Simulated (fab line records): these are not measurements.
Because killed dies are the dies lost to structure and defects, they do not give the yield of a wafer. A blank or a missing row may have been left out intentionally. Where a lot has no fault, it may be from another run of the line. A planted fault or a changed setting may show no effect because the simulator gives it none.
Chamber matching / flow nand_harc / NHARC_A_STAIRCASE_DESCUM_168 on rie_diel-03 has 4 sister chambers
The step chemistry O2, time 3 s. 4 wafers are shown with their chamber, then 12 later ones without.

== EACH WAFER AND ITS CHAMBER ==
wafer=L078.3; chamber=1; showerhead_plenum_p_Torr (Torr)=1.96
wafer=L085.2; chamber=3; showerhead_plenum_p_Torr (Torr)=2.07
wafer=L085.3; chamber=2; showerhead_plenum_p_Torr (Torr)=1.98
wafer=L085.4; chamber=0; showerhead_plenum_p_Torr (Torr)=1.88

== WAFERS MISSING THEIR CHAMBER ==
wafer=L088.2; showerhead_plenum_p_Torr (Torr)=1.88
wafer=L088.5; showerhead_plenum_p_Torr (Torr)=1.96
wafer=L088.6; showerhead_plenum_p_Torr (Torr)=1.98
wafer=L089.1; showerhead_plenum_p_Torr (Torr)=1.95
wafer=L089.2; showerhead_plenum_p_Torr (Torr)=2.06
wafer=L089.6; showerhead_plenum_p_Torr (Torr)=1.88
wafer=L091.2; showerhead_plenum_p_Torr (Torr)=2.06
wafer=L091.3; showerhead_plenum_p_Torr (Torr)=1.88
wafer=L091.6; showerhead_plenum_p_Torr (Torr)=1.98
wafer=L092.2; showerhead_plenum_p_Torr (Torr)=2.06
wafer=L092.3; showerhead_plenum_p_Torr (Torr)=1.98
wafer=L092.6; showerhead_plenum_p_Torr (Torr)=1.98

== WHICH CHAMBER EACH ONE RAN IN ==
wafer=L088.2; from the rows above=0; in truth=0
wafer=L088.5; from the rows above=1; in truth=1
wafer=L088.6; from the rows above=2; in truth=2
wafer=L089.1; from the rows above=1; in truth=1
wafer=L089.2; from the rows above=3; in truth=3
wafer=L089.6; from the rows above=0; in truth=0
wafer=L091.2; from the rows above=3; in truth=3
wafer=L091.3; from the rows above=0; in truth=0
wafer=L091.6; from the rows above=2; in truth=2
wafer=L092.2; from the rows above=3; in truth=3
wafer=L092.3; from the rows above=2; in truth=2
wafer=L092.6; from the rows above=2; in truth=2
12 of 12 placed correctly. Number that these rows cannot place: 0. Wrongly placed: 0.
How it was worked out, from the rows above alone: a wafer's distance from a chamber is the root of the sum, over the readings, of the square of ((its reading less the chamber's mean) divided by the reading's scatter). The wafer belongs to the nearest chamber; if the next one is less than 2 further off, it can't be placed. A chamber's mean is the mean of its shown wafers. The scatter (one wafer shown for each chamber): square how far every hidden wafer sits from the nearest shown wafer, average those squares and take the square root.
